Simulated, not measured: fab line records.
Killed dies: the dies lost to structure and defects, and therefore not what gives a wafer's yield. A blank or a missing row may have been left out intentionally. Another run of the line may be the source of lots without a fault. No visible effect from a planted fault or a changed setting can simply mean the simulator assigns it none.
Problem report, 8D (eight disciplines) form, completed by code || flow nandHarc || the parts of the form that need people (team, actions taken, sign-off) are left out

## 1. THE PROBLEM
NHARC_P_M1_CD_MEAS_09, cdNm: mean 135.8 nm on 2 wafers (1 lot); fault-free wafers 129.8 nm, standard deviation 0.72. Relative to the usual mean, that is a shift of +8.3 standard deviations.
The step: target cd 130 nm.
Earliest sighting: wafer L447.4 on cdSem-03 at day 11 00:10. Wafers with a number at this step in the record: 36, from 12 lots. By rule, "out" or "out of limits" means more than 4 standard deviations away from the usual mean. The rest of the wafers with a number are treated as sound.

## 2. WHAT THIS IS AND IS NOT
{"question": "which readings at this step", "is": "cdNm", "is not": "-"}
{"question": "which lots", "is": "L447", "is not": "L428, L429, L430, L431, L434, L437, L438, L440, L448, L449, L450"}
{"question": "which wafers of those lots", "is": "L447.4, L447.5", "is not": "L447.2"}
{"question": "read on which gauges", "is": "cdSem-03", "is not": "cdSem-01, cdSem-02"}
{"question": "when", "is": "from day 11 00:10", "is not": "up to then (25 sound wafers); but 9 sound wafers of L448, L449, L450 came after"}

## 3. THE SUSPECTS, EACH WITH WHAT RULES IT OUT
Counting: if a tool at a process step up to the reading ran every lot that is out, it stays a suspect. Sound lots after the first of them don't rule it out here, since some wafers of a struck lot are sound.
- the gauge at NHARC_P_M1_CD_MEAS_09: kept. All the wafers that are out were read on cdSem-03, and no step on other tools shows them out.
- pvdSputter-01 at NHARC_P_M0_PVD_20 (deposits TaN, target thk 5 nm, time 8.06 s): kept. It ran the lot that is out, L447 (day 10 22:37). NHARC_P_M0_PVD_20: start missing for some lots; hours and lot order therefore follow NHARC_P_M0_THK_MEAS_24.
- lithoTrack-06 at NHARC_P_M1_PEB_07 (peb time 65 s): kept. It processed L447, the lot that is out, at day 11 00:05, and its most recent sound lot before then was L431 at day 6 23:40.
The count leaves pvdSputter-01 at NHARC_P_M0_PVD_20, lithoTrack-06 at NHARC_P_M1_PEB_07, and cdSem-03 at NHARC_P_M1_CD_MEAS_09.

## 4. THE CAUSE (what the simulator had put in)
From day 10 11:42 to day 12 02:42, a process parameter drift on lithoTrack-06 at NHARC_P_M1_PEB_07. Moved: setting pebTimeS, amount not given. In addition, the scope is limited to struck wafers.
Counting left 3 suspects, and this tool is among them.

## 5. THE EFFECT CHAIN, in route order
One row per reading whose mean, taken over the struck wafers that have a number, lies over 3 standard deviations from the usual. Only readings whose record carries a usual standard deviation are examined. hours: median over the lots of the time between each lot's start at the first step of this table that gives one and its start at this step. sigmas: the change, counted in usual standard deviations.
{"hours": 0, "step": "NHARC_P_M1_CD_MEAS_09", "reading": "cdNm", "usual": "129.8 nm", "on struck wafers": 135.8, "change": "+6.0", "sigmas": "+8.3"}

## 6. HOW IT WOULD HAVE BEEN CAUGHT EARLIER
The first out-of-limits reading at a measuring or inspecting step in this record came at day 11 00:10, 12 hours after the fault's start at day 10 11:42.
Tool readings at NHARC_P_M1_PEB_07 with a usual standard deviation given in the record: none out on any struck wafer, hence no alarm at a limit of 4 standard deviations on them.
The start of NHARC_P_M1_PEB_07 on lithoTrack-06 came by day 11 00:10 for every one of the lots that are out (1). A hold on the tool at that time would have spared none of them.
